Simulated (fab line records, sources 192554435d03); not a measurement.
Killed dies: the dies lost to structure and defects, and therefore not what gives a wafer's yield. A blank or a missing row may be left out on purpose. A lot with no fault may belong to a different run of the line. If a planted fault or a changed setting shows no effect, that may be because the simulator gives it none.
fab line records	flow n5_finfet
record: lots: 7	wafers: 21
route steps=1938 shown SDB@348 HKMG_FIN@402 MOL_CONTACT_COAG@531 BEOL_M0@748 BEOL_M1@751 BEOL_M2@846 BEOL_M3@974 BEOL_M4@1040
start_h: hours from the record's opening day to when the first of the lot's shown wafers began	wait_h: time in hours since the lot's previous step	" repeats the value in the row above	L1.1+2: a row that stands for several wafers	- value missing, or start not given	* or withheld: withheld	< > ~ a bound
route shown NAME@n: names a module that has steps shown in the file, with the first one's number in the route	usual: mean and standard deviation over wafers with no fault	same: alike in all rows	chamber/n: place in a boat	sites: per-site readings	_std_site: the standard deviation of these	_edge_site: mean of outer sites minus mean of inner sites	radius_mm: for every site, how far away it sits from the centre of the wafer	mask NAME#n: copy n	behind: the tool/chamber that last shaped the wafer	hold: why the lot went on hold/how many hours it stayed there/how the hold came to an end	device: the transistor (n, p or np) that didn't switch	end of line: the same wafers' tests at the end of the route	for a step that has no rows: nothing shown but its recipe	killed: at the first sort, the dies lost to defects and structure; wafer yield is something else	map: a wafer's dies, x killed, . not, _ none there
set.NAME: the setting that was run; set.NAME@STEP: the one run at that earlier step	model.NAME: the simulator's own value behind a step, which no gauge read
one table per step and one row per wafer, for lots whose settings were changed on purpose
== steps ==
step: N5_SDB_COAT_03
recipe: resist: SOC	temp_c: 250	time_s: 60	spin_rpm: 1500	resist_thk_nm: 100
lot.wafer	tool	chamber	start_h	wait_h	set.spin_rpm	model.SOC_of_SDB_COAT_03.thk_nm
L076.1	litho_track-03	0	76.44	0.1	1500	99.8
L076.5	"	0	"	"	1446	101.6
L076.6	"	0	"	"	1446	101.4
L078.1	litho_track-02	0	90.30	0.1	1359	105.4
L078.2	"	0	"	"	1359	105.6
L078.4	"	0	"	"	1500	100.4
L080.1	litho_track-01	0	100.92	0.1	1500	99.8
L080.2+5	"	0	"	"	1500	100
L084.2	litho_track-03	0	130.60	0.1	1500	100
L084.3	"	0	"	"	1500	99.8
L084.6	"	0	"	"	1500	100.4
L090.1	litho_track-03	0	164.71	0.1	1500	100
L090.3	"	0	"	"	1500	100.6
L090.5	"	0	"	"	1584	97.4
L093.1	litho_track-03	0	179.99	0.1	1365	105
L093.3	"	0	"	"	1365	104.8
L093.4	"	0	"	"	1500	99.8
L095.1	litho_track-01	0	193.89	0.1	1439	101.4
L095.3	"	0	"	"	1439	101.2
L095.6	"	0	"	"	1439	101.8
step: N5_SDB_COAT_04
recipe: resist: SiARC	temp_c: 220	time_s: 60	spin_rpm: 1500	resist_thk_nm: 18
step: N5_SDB_COAT_05
recipe: resist: CAR-ArF	spin_rpm: 1500	resist_thk_nm: 90
step: N5_SDB_DESCUM_16
recipe: chemistry: O2	time_s: 7.9	source_power_w: 50	bias_power_w: 20	pressure_mtorr: 20	rf_frequency_hz: 2.712e+07	temp_c: 40	resist: CAR-ArF	o2_flow_sccm: 225
step: N5_SDB_ETCH_17
recipe: chemistry: CF4	target: SiARC	target_depth_a: 234	mask_material: CAR-ArF	time_s: 39	ion_energy_ev: 80	pressure_mtorr: 40	source_w: 545	bias_w: 36	Ar_flow_sccm: 100	cf4_flow_sccm: 100	ends: cleared
step: N5_SDB_ETCH_18
recipe: chemistry: N2/H2	target: SOC	target_depth_a: 1000	overetch_a: 200	mask_material: SiARC	temp_c: 40	time_s: 150	ion_energy_ev: 200	pressure_mtorr: 30	source_w: 840	bias_w: 150	n2_flow_sccm: 200	h2_flow_sccm: 200
lot.wafer	tool	chamber	start_h	wait_h	set.spin_rpm@SDB_COAT_03	model.etch.depth_nm
L076.1	rie_diel-06	1	76.96	0.0	1500	99.78
L076.5	"	3	"	"	1446	101.5
L076.6	"	2	"	"	1446	101.4
L078.1	rie_diel-03	2	90.70	0.0	1359	105.3
L078.2	"	1	"	"	1359	105.5
L078.4	"	2	"	"	1500	100.4
L080.1	rie_diel-03	1	101.73	0.0	1500	99.86
L080.2	"	2	"	"	1500	99.94
L080.5	"	1	"	"	1500	100.1
L084.2	rie_diel-06	0	131.13	0.0	1500	99.97
L084.3	"	3	"	"	1500	99.8
L084.6	"	0	"	"	1500	100.4
L090.1	rie_diel-03	1	165.33	0.0	1500	99.94
L090.3	"	3	"	"	1500	100.7
L090.5	"	1	"	"	1584	97.41
L093.1	rie_diel-06	3	180.66	0.0	1365	104.9
L093.3	"	1	"	"	1365	104.7
L093.4	"	1	"	"	1500	99.89
L095.1	rie_diel-06	0	194.32	0.0	1439	101.5
L095.3	"	3	"	"	1439	101.3
L095.6	"	0	"	"	1439	101.8
step: N5_SDB_STRIP_19
recipe: chemistry: N2/H2	temp_c: 40	n2_flow_sccm: 200	h2_flow_sccm: 200	rf_frequency_hz: 6e+07
step: N5_SDB_STRIP_21
recipe: chemistry: CF4	resist: SiARC	power_w: 300	bias_power_w: 75	pressure_mtorr: 50	cf4_flow_sccm: 150	rf_frequency_hz: 6e+07
step: N5_SDB_HM_OPEN_20
recipe: chemistry: CH3F/O2	target: SiNx	mask_material: SOC	target_depth_a: 240	stop_on: poly-Si	over_etch_frac: 0.4	ion_energy_ev: 120	pressure_mtorr: 30	source_w: 395	bias_w: 73	Ar_flow_sccm: 150	CH3F_flow_sccm: 30	O2_flow_sccm: 20
step: N5_SDB_STRIP_22
recipe: chemistry: N2/H2	power_w: 1000	temp_c: 250	h2_frac: 0.65	overash_fraction: 0.3	pressure_mtorr: withheld	n2_flow_sccm: 1750	h2_flow_sccm: 3250
usual: strip_time_to_endpoint_s: 96.2/0.48
lot.wafer	tool	chamber	start_h	wait_h	set.spin_rpm@SDB_COAT_03	strip_time_to_endpoint_s
L076.1	plasma_asher-01	0	77.20	0.1	1500	96.6
L076.5	"	1	"	"	1446	98.3
L076.6	"	0	"	"	1446	97.6
L078.1	plasma_asher-02	1	90.98	0.1	1359	101.2
L078.2	"	0	"	"	1359	101.6
L078.4	"	1	"	"	1500	96.5
L080.1	plasma_asher-02	0	102.21	0.3	1500	96.6
L080.2	"	1	"	"	1500	96.3
L080.5	"	1	"	"	1500	96.8
L084.2	plasma_asher-01	1	131.37	0.1	1500	96.3
L084.3	"	0	"	"	1500	96.7
L084.6	"	0	"	"	1500	96.8
L090.1	plasma_asher-02	1	165.57	0.1	1500	95.9
L090.3	"	0	"	"	1500	96.9
L090.5	"	0	"	"	1584	93.4
L093.1	plasma_asher-02	1	181.04	0.2	1365	101.2
L093.3	"	1	"	"	1365	101.4
L093.4	"	0	"	"	1500	96.8
L095.1	plasma_asher-02	1	194.56	0.1	1439	97.5
L095.3	"	1	"	"	1439	97.9
L095.6	"	0	"	"	1439	97.7
step: N5_HKMG_FIN_ETCH_54
recipe: chemistry: CF4	target: SiARC	target_depth_a: 455	mask_material: CAR-ArF	time_s: 75.8	ion_energy_ev: 80	pressure_mtorr: 40	source_w: 545	bias_w: 36	Ar_flow_sccm: 100	cf4_flow_sccm: 100	ends: cleared
usual: rf_vpp_V: 184.0/1
lot.wafer	tool	chamber	start_h	wait_h	set.source_w	rf_vpp_V
L076.1	rie_diel-05	0	82.87	0.0	609.6	176.9
L076.5	"	3	"	"	545	185.3
L076.6	"	2	"	"	545	182.3
L078.1	rie_diel-05	2	96.37	0.0	545	183.7
L078.2	"	1	"	"	545	183.8
L078.4	"	0	"	"	545	183.7
L080.1	rie_diel-06	1	108.99	0.0	545	184.0
L080.2	"	2	"	"	610.1	176.1
L080.5	"	2	"	"	610.1	177.3
L084.2	rie_diel-06	1	137.01	0.0	545	183.7
L084.3	"	2	"	"	545	183.1
L084.6	"	0	"	"	545	184.4
L090.1	rie_diel-06	1	171.21	0.0	545	183.6
L090.3	"	0	"	"	453.3	197.2
L090.5	"	1	"	"	545	184.6
L093.1	rie_diel-06	3	187.14	0.0	460.7	195.1
L093.3	"	0	"	"	545	185.3
L093.4	"	3	"	"	460.7	196.8
L095.1	rie_diel-05	3	199.88	0.0	545	184.1
L095.3	"	2	"	"	545	182.3
L095.6	"	1	"	"	545	184.9
step: N5_HKMG_FIN_COAT_30
recipe: resist: SiARC	temp_c: 220	time_s: 60	spin_rpm: 1500	resist_thk_nm: 35
lot.wafer	tool	chamber	start_h	wait_h	set.spin_rpm	model.SiARC_of_HKMG_FIN_COAT_30.thk_nm
L076.1+6	litho_track-03	0	-	-	1589	34
L076.5	"	0	"	"	1500	35
L078.1+2+4	litho_track-04	0	-	-	1500	35
L080.1	litho_track-04	0	-	-	1500	35.2
L080.2+5	"	0	"	"	1500	35
L084.2+3+6	litho_track-05	0	-	-	1500	35
L090.1	litho_track-05	0	-	-	1334	37.4
L090.3	"	0	"	"	1500	35.4
L090.5	"	0	"	"	1500	35.2
L093.1	litho_track-03	0	-	-	1500	35.2
L093.3+4	"	0	"	"	1500	35
L095.1+3	litho_track-03	0	-	-	1500	35
L095.6	"	0	"	"	1358	36.8
step: N5_HKMG_FIN_COAT_06
recipe: resist: CAR-ArF	spin_rpm: 1500	resist_thk_nm: 90
step: N5_HKMG_FIN_EBR_08
recipe: solvent: PGMEA	ebr_width_mm: 1.5
step: N5_HKMG_FIN_DESCUM_17
recipe: chemistry: O2	time_s: 7.9	source_power_w: 50	bias_power_w: 20	pressure_mtorr: 20	rf_frequency_hz: 2.712e+07	temp_c: 40	resist: CAR-ArF	o2_flow_sccm: 225
step: N5_HKMG_FIN_ETCH_31
recipe: chemistry: CF4	target: SiARC	target_depth_a: 455	mask_material: CAR-ArF	time_s: 75.8	ion_energy_ev: 80	pressure_mtorr: 40	source_w: 545	bias_w: 36	Ar_flow_sccm: 100	cf4_flow_sccm: 100	ends: cleared
lot.wafer	tool	chamber	start_h	wait_h	set.spin_rpm@HKMG_FIN_COAT_30	model.CAR-ArF_of_HKMG_FIN_COAT_06.thk_nm	model.etch.depth_nm
L076.1	rie_diel-03	3	86.36	0.0	1589	52.2	33.96
L076.5	"	1	"	"	1500	51	35
L076.6	"	3	"	"	1589	52.2	33.94
L078.1	rie_diel-03	1	99.91	0.0	1500	50.8	35.05
L078.2	"	3	"	"	1500	51.2	34.99
L078.4	"	1	"	"	1500	51.2	34.97
L080.1	rie_diel-05	2	112.49	0.0	1500	51	35.13
L080.2	"	0	"	"	1500	51	35.09
L080.5	"	3	"	"	1500	51.4	35.04
L084.2	rie_diel-05	3	140.27	0.0	1500	51.6	34.98
L084.3	"	0	"	"	1500	51.2	34.91
L084.6	"	2	"	"	1500	51.2	34.97
L090.1	rie_diel-06	1	174.71	0.0	1334	48.8	37.4
L090.3	"	0	"	"	1500	51	35.34
L090.5	"	1	"	"	1500	51.4	35.2
L093.1	rie_diel-06	0	190.68	0.0	1500	51.6	35.12
L093.3	"	2	"	"	1500	51.8	35.03
L093.4	"	3	"	"	1500	51.2	35.04
L095.1	rie_diel-05	1	203.32	0.0	1500	51.4	34.94
L095.3	"	3	"	"	1500	51.2	34.91
L095.6	"	0	"	"	1358	49.4	36.76
step: N5_MOL_CONTACT_COAG_ETCH_105
recipe: chemistry: CF4	target: SiARC	target_depth_a: 156	mask_material: CAR-EUV	time_s: 26	ion_energy_ev: 80	pressure_mtorr: 40	source_w: 545	bias_w: 36	Ar_flow_sccm: 100	cf4_flow_sccm: 100	ends: cleared
usual: rf_vpp_V: 184.0/0.94
lot.wafer	tool	chamber	start_h	wait_h	set.bias_w	rf_vpp_V
L076.1	rie_diel-06	3	99.82	0.0	36	183.5
L076.5	"	2	"	"	29.64	163.0
L076.6	"	1	"	"	29.64	163.8
L078.1	rie_diel-06	0	114.70	0.0	36	185.2
L078.2	"	1	"	"	36	184.7
L078.4	"	3	"	"	37.87	191.7
L080.1	rie_diel-05	0	125.09	0.0	36	184.7
L080.2	"	1	"	"	36	184.8
L080.5	"	2	"	"	30.09	162.4
L084.2	rie_diel-03	3	152.83	0.0	36	184.1
L084.3	"	1	"	"	36	183.0
L084.6	"	1	"	"	36	184.1
L090.1	rie_diel-03	3	187.35	0.0	36	184.0
L090.3	"	0	"	"	38.55	192.6
L090.5	"	1	"	"	38.55	192.3
L093.1	rie_diel-05	2	202.66	0.0	33.46	173.7
L093.3	"	3	"	"	33.46	175.4
L093.4	"	1	"	"	36	184.9
L095.1	rie_diel-03	0	215.40	0.0	33.6	176.4
L095.3	"	2	"	"	33.6	176.8
L095.6	"	2	"	"	33.6	175.9
step: N5_MOL_CONTACT_COAG_ALD_133
recipe: material: SiO2	target_thk_a: 50	temp_c: 100	ald_precursor_family: BDEAS	ald_co_reactant: O2-plasma	pulse_time_s: 1	co_reactant_pulse_time_s: 1	purge_time_s: 2	co_reactant_purge_time_s: 2	ald_cycles: 35	pressure_torr: 2
lot.wafer	tool	chamber	start_h	wait_h	set.ald_cycles	model.SiO2_of_MOL_CONTACT_COAG_ALD_133.thk_nm
L076.1+5	ald_sin-03	3,0	113.04	0.3	35	5
L076.6	"	3	"	"	30	4.4
L078.1+4	ald_sin-03	3,1	126.03	0.1	35	5
L078.2	"	0	"	"	38	5.4
L080.1+5	ald_sin-02	1,3	135.36	0.1	35	5
L080.2	"	0	"	"	38	5.4
L084.2+3+6	ald_sin-02	3,2,0	164.90	0.1	35	5
L090.1	ald_sin-02	2	200.54	0.1	35	5
L090.3	"	3	"	"	30	4.4
L090.5	"	3	"	"	30	4.2
L093.1	ald_sin-03	1	213.80	1.3	35	5
L093.3	"	0	"	"	37	5.2
L093.4	"	3	"	"	37	5.4
L095.1	ald_sin-01	0	230.82	0.1	35	5
L095.3+6	"	2,0	"	"	38	5.4
step: N5_BEOL_M0_DEP_125
recipe: material: SiCN	target_thk_a: 80	temp_c: withheld	precursor: 3MS/NH3	pressure_torr: 3	rf_w: 202	time_s: 14
lot.wafer	tool	chamber	start_h	wait_h	set.time_s	model.SiCN_of_BEOL_M0_DEP_125.thk_nm
L076.1+5	pecvd-04	0	131.10	0.0	14.8	8.6
L076.6	"	2	"	"	14	8.2
L078.1+2	pecvd-04	0,1	151.57	0.0	15.38	8.8
L078.4	"	1	"	"	14	8.2
L080.1+2	pecvd-01	2,1	151.97	0.0	14	8.2
L080.5	"	1	"	"	12.8	7.6
L084.2+6	pecvd-04	1,0	184.32	0.0	14	8.2
L084.3	"	0	"	"	14	8
L090.1	pecvd-04	1	218.76	0.0	14	7.8
L090.3	"	0	"	"	14	8.2
L090.5	"	2	"	"	12.68	7.4
L093.1+3	pecvd-04	1,0	235.84	0.0	14	8.2
L093.4	"	0	"	"	14	8.4
L095.1	pecvd-04	2	251.22	0.0	13.23	7.6
L095.3+6	"	0,1	"	"	14	8.2
step: N5_BEOL_M1_ILD_DEP_00
recipe: material: SiOC	target_thk_a: 790	temp_c: 350	precursor: DEMS/O2	pressure_torr: 5	rf_w: 500	time_s: 15.3
lot.wafer	tool	chamber	start_h	wait_h	set.time_s	model.SiOC_of_BEOL_M1_ILD_DEP_00.thk_nm
L076.1	pecvd-02	1	131.23	0.0	15.3	76
L076.5	"	2	"	"	15.3	78
L076.6	"	1	"	"	15.3	77
L078.1	pecvd-01	1	151.70	0.0	17.5	90.6
L078.2	"	0	"	"	15.3	80.4
L078.4	"	2	"	"	15.3	81.8
L080.1	pecvd-02	2	152.09	0.0	15.3	78
L080.2	"	0	"	"	16.8	86.6
L080.5	"	1	"	"	16.8	86.8
L084.2	pecvd-01	2	184.45	0.0	15.3	79.4
L084.3	"	0	"	"	15.3	80.6
L084.6	"	1	"	"	15.3	81.8
L090.1+3	pecvd-01	1,0	218.89	0.0	15.3	80.2
L090.5	"	1	"	"	15.3	80.6
L093.1	pecvd-01	2	235.97	0.0	14.21	72.8
L093.3	"	0	"	"	14.21	73.4
L093.4	"	1	"	"	15.3	79.2
L095.1	pecvd-03	0	251.35	0.0	13.39	69.6
L095.3	"	1	"	"	13.39	69.4
L095.6	"	1	"	"	15.3	78.8
step: N5_BEOL_M1_THK_MEAS_01
recipe: reads: SiOC_of_BEOL_M1_ILD_DEP_00
usual: M1_ILD_THK: 79.5/1.3
lot.wafer	tool	chamber	start_h	wait_h	set.time_s@BEOL_M1_ILD_DEP_00	M1_ILD_THK[nm]
L076.1	film_metro-02	-	131.30	0.0	15.3	75.9
L076.5	"	-	"	"	15.3	77.9
L076.6	"	-	"	"	15.3	77.0
L078.1	film_metro-01	-	151.77	0.0	17.5	90.5
L078.2	"	-	"	"	15.3	80.4
L078.4	"	-	"	"	15.3	81.9
L080.1	film_metro-01	-	152.16	0.0	15.3	78.0
L080.2	"	-	"	"	16.8	86.5
L080.5	"	-	"	"	16.8	86.8
L084.2	film_metro-01	-	184.52	0.1	15.3	79.5
L084.3	"	-	"	"	15.3	80.6
L084.6	"	-	"	"	15.3	81.8
L090.1	film_metro-02	-	218.96	0.0	15.3	80.3
L090.3	"	-	"	"	15.3	80.3
L090.5	"	-	"	"	15.3	80.6
L093.1	film_metro-02	-	236.03	0.0	14.21	72.8
L093.3	"	-	"	"	14.21	73.4
L093.4	"	-	"	"	15.3	79.2
L095.1	film_metro-02	-	251.43	0.1	13.39	69.5
L095.3	"	-	"	"	13.39	69.5
L095.6	"	-	"	"	15.3	78.7
step: N5_BEOL_M2_COAT_62
recipe: resist: SiARC	temp_c: 220	time_s: 60	spin_rpm: 1500	resist_thk_nm: 12
lot.wafer	tool	chamber	start_h	wait_h	set.spin_rpm	model.SiARC_of_BEOL_M2_COAT_62.thk_nm
L076.1	litho_track-05	0	-	-	1647	11.6
L076.5	"	0	"	"	1500	12.2
L076.6	"	0	"	"	1500	12
L078.1+4	litho_track-01	0	-	-	1420	12.4
L078.2	"	0	"	"	1500	12
L080.1+5	litho_track-01	0	-	-	1395	12.4
L080.2	"	0	"	"	1500	12
L084.2+3+6	litho_track-05	0	-	-	1500	12
L090.1+3	litho_track-02	0	-	-	1601	11.6
L090.5	"	0	"	"	1500	12
L093.1+4	litho_track-02	0	-	-	1369	12.6
L093.3	"	0	"	"	1500	12
L095.1+3+6	litho_track-02	0	-	-	1500	12
step: N5_BEOL_M2_DESCUM_16
recipe: chemistry: O2	time_s: 7	source_power_w: 50	bias_power_w: 20	pressure_mtorr: 20	rf_frequency_hz: 2.712e+07	temp_c: 40	resist: CAR-EUV	o2_flow_sccm: 225
lot.wafer	tool	chamber	start_h	wait_h	set.time_s	model.CAR-EUV_of_BEOL_M2_COAT_05.thk_nm
L076.1+5	rie_diel-06	2,0	149.31	0.6	7.519	25.8
L076.6	"	3	"	"	7.519	26
L078.1+4	rie_diel-03	3,2	164.73	0.2	5.687	26.6
L078.2	"	2	"	"	7	26
L080.1+2	rie_diel-05	2,0	165.79	0.1	7	26
L080.5	"	1	"	"	5.93	26.6
L084.2+3	rie_diel-06	2,1	201.90	0.0	7	26.2
L084.6	"	1	"	"	7	26.4
L090.1	rie_diel-03	1	228.42	0.4	7	26
L090.3+5	"	3,2	"	"	7.601	25.8
L093.1+3	rie_diel-03	2,1	246.21	0.0	5.641	26.8
L093.4	"	3	"	"	7	26.2
L095.1+3	rie_diel-06	2,3	265.64	0.0	7	26.2
L095.6	"	0	"	"	7	26
step: N5_BEOL_M2_ETCH_74
recipe: chemistry: N2/H2	target: underlayer	target_depth_a: 65	mask_material: CAR-EUV	time_s: 5.2	ion_energy_ev: 200	pressure_mtorr: 30	source_w: 840	bias_w: 150	n2_flow_sccm: 200	h2_flow_sccm: 200	ends: cleared
step: N5_BEOL_M2_ETCH_63
recipe: chemistry: CF4	target: SiARC	target_depth_a: 156	mask_material: CAR-EUV	time_s: 26	ion_energy_ev: 80	pressure_mtorr: 40	source_w: 545	bias_w: 36	Ar_flow_sccm: 100	cf4_flow_sccm: 100	ends: cleared
lot.wafer	tool	chamber	start_h	wait_h	set.spin_rpm@BEOL_M2_COAT_62	model.etch.depth_nm
L076.1	rie_diel-06	2	149.36	0.0	1647	11.54
L076.5	"	0	"	"	1500	12.13
L076.6	"	3	"	"	1500	12.1
L078.1	rie_diel-03	3	164.78	0.0	1420	12.35
L078.2	"	2	"	"	1500	11.98
L078.4	"	2	"	"	1420	12.31
L080.1	rie_diel-05	2	165.84	0.0	1395	12.4
L080.2	"	0	"	"	1500	11.98
L080.5	"	1	"	"	1395	12.43
L084.2	rie_diel-06	2	201.96	0.0	1500	12.04
L084.3+6	"	1	"	"	1500	12.05
L090.1	rie_diel-03	1	228.47	0.0	1601	11.63
L090.3	"	3	"	"	1601	11.55
L090.5	"	2	"	"	1500	11.99
L093.1	rie_diel-03	2	246.26	0.0	1369	12.63
L093.3	"	1	"	"	1500	12.08
L093.4	"	3	"	"	1369	12.58
L095.1+3	rie_diel-06	2,3	265.69	0.0	1500	12
L095.6	"	0	"	"	1500	11.98
step: N5_BEOL_M3_ETCH_70
recipe: chemistry: N2/H2	target: SOC	target_depth_a: 800	overetch_a: 160	mask_material: SiARC	temp_c: 40	time_s: 120	ion_energy_ev: 200	pressure_mtorr: 30	source_w: 840	bias_w: 150	n2_flow_sccm: 200	h2_flow_sccm: 200
usual: rf_vpp_V: 523.6/2.3
lot.wafer	tool	chamber	start_h	wait_h	set.source_w	rf_vpp_V
L076.1	rie_diel-04	2	161.32	0.0	908.4	506.9
L076.5	"	2	"	"	840	520.4
L076.6	"	1	"	"	840	523.3
L078.1	rie_diel-02	2	176.91	0.0	840	528.8
L078.2	"	1	"	"	779.1	537.3
L078.4	"	1	"	"	779.1	537.7
L080.1	rie_diel-04	1	181.67	0.0	982.8	499.6
L080.2	"	0	"	"	982.8	499.2
L080.5	"	0	"	"	840	527.0
L084.2	rie_diel-01	0	217.29	0.0	840	521.3
L084.3	"	3	"	"	840	524.0
L084.6	"	0	"	"	840	521.9
L090.1	rie_diel-04	2	253.33	0.0	840	520.4
L090.3	"	0	"	"	840	526.2
L090.5	"	3	"	"	840	520.3
L093.1	rie_diel-01	2	269.14	0.0	768.4	536.5
L093.3	"	1	"	"	840	525.6
L093.4	"	0	"	"	840	521.3
L095.1	rie_diel-01	2	283.02	0.0	840	519.0
L095.3	"	0	"	"	974.1	497.4
L095.6	"	3	"	"	974.1	496.7
step: N5_BEOL_M4_ETCH_64
recipe: chemistry: N2/H2	target: SOC	target_depth_a: 750	overetch_a: 225	mask_material: SiARC	temp_c: 40	time_s: 121.9	ion_energy_ev: 200	pressure_mtorr: 30	source_w: 840	bias_w: 150	n2_flow_sccm: 200	h2_flow_sccm: 200
usual: rf_vpp_V: 523.7/1.8
lot.wafer	tool	chamber	start_h	wait_h	set.bias_w	rf_vpp_V
L076.1	rie_diel-06	3	169.70	0.0	150	525.7
L076.5	"	0	"	"	156.8	540.7
L076.6	"	3	"	"	150	526.2
L078.1	rie_diel-05	0	183.92	0.0	150	522.2
L078.2	"	2	"	"	150	520.3
L078.4	"	1	"	"	150	525.1
L080.1	rie_diel-06	3	191.37	0.0	137.3	498.5
L080.2	"	2	"	"	150	522.1
L080.5	"	2	"	"	137.3	494.9
L084.2	rie_diel-05	1	223.57	0.0	150	525.6
L084.3	"	0	"	"	150	522.5
L084.6	"	3	"	"	150	524.4
L090.1	rie_diel-06	3	259.45	0.0	150	526.0
L090.3	"	2	"	"	150	524.0
L090.5	"	3	"	"	150	525.9
L093.1	rie_diel-05	0	278.49	0.0	150	521.6
L093.3	"	1	"	"	135.1	492.4
L093.4	"	2	"	"	135.1	487.0
L095.1	rie_diel-05	2	288.07	0.0	150	519.4
L095.3	"	1	"	"	150	524.1
L095.6	"	1	"	"	150	525.3
== key ==
split: step: N5_SDB_COAT_03	setting: spin_rpm	stated: 1500	by: wafer
response: step: N5_SDB_COAT_03	reading: model.SOC_of_SDB_COAT_03.thk_nm	change: -0.544	per: 1%	r: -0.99
response: step: N5_SDB_ETCH_18	reading: model.etch.depth_nm	change: -0.534	per: 1%	r: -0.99
response: step: N5_SDB_STRIP_22	reading: strip_time_to_endpoint_s	change: *	per: 1%	r: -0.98
split: step: N5_HKMG_FIN_ETCH_54	setting: source_w	stated: 545	by: wafer
response: step: N5_HKMG_FIN_ETCH_54	reading: rf_vpp_V	change: -0.689	per: 1%	r: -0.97
split: step: N5_HKMG_FIN_COAT_30	setting: spin_rpm	stated: 1500	by: wafer
response: step: N5_HKMG_FIN_COAT_30	reading: model.SiARC_of_HKMG_FIN_COAT_30.thk_nm	change: -0.187	per: 1%	r: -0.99
response: step: N5_HKMG_FIN_ETCH_31	reading: model.CAR-ArF_of_HKMG_FIN_COAT_06.thk_nm	change: +0.209	per: 1%	r: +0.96
response: step: N5_HKMG_FIN_ETCH_31	reading: model.etch.depth_nm	change: -0.191	per: 1%	r: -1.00
split: step: N5_MOL_CONTACT_COAG_ETCH_105	setting: bias_w	stated: 36	by: wafer
response: step: N5_MOL_CONTACT_COAG_ETCH_105	reading: rf_vpp_V	change: +1.26	per: 1%	r: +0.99
split: step: N5_MOL_CONTACT_COAG_ALD_133	setting: ald_cycles	stated: 35	by: wafer
response: step: N5_MOL_CONTACT_COAG_ALD_133	reading: model.SiO2_of_MOL_CONTACT_COAG_ALD_133.thk_nm	change: +0.0462	per: 1%	r: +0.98
split: step: N5_BEOL_M0_DEP_125	setting: time_s	stated: 14	by: wafer
response: step: N5_BEOL_M0_DEP_125	reading: model.SiCN_of_BEOL_M0_DEP_125.thk_nm	change: +0.0692	per: 1%	r: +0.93
split: step: N5_BEOL_M1_ILD_DEP_00	setting: time_s	stated: 15.3	by: wafer
response: step: N5_BEOL_M1_ILD_DEP_00	reading: model.SiOC_of_BEOL_M1_ILD_DEP_00.thk_nm	change: +0.749	per: 1%	r: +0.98
response: step: N5_BEOL_M1_THK_MEAS_01	reading: M1_ILD_THK	change: +0.743	per: 1%	r: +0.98
split: step: N5_BEOL_M2_COAT_62	setting: spin_rpm	stated: 1500	by: wafer
response: step: N5_BEOL_M2_COAT_62	reading: model.SiARC_of_BEOL_M2_COAT_62.thk_nm	change: -0.0602	per: 1%	r: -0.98
response: step: N5_BEOL_M2_ETCH_63	reading: model.etch.depth_nm	change: -0.0603	per: 1%	r: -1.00
split: step: N5_BEOL_M2_DESCUM_16	setting: time_s	stated: 7	by: wafer
response: step: N5_BEOL_M2_DESCUM_16	reading: model.CAR-EUV_of_BEOL_M2_COAT_05.thk_nm	change: -0.0326	per: 1%	r: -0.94
split: step: N5_BEOL_M3_ETCH_70	setting: source_w	stated: 840	by: wafer
response: step: N5_BEOL_M3_ETCH_70	reading: rf_vpp_V	change: -1.52	per: 1%	r: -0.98
split: step: N5_BEOL_M4_ETCH_64	setting: bias_w	stated: 150	by: wafer
response: step: N5_BEOL_M4_ETCH_64	reading: rf_vpp_V	change: +3.14	per: 1%	r: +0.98
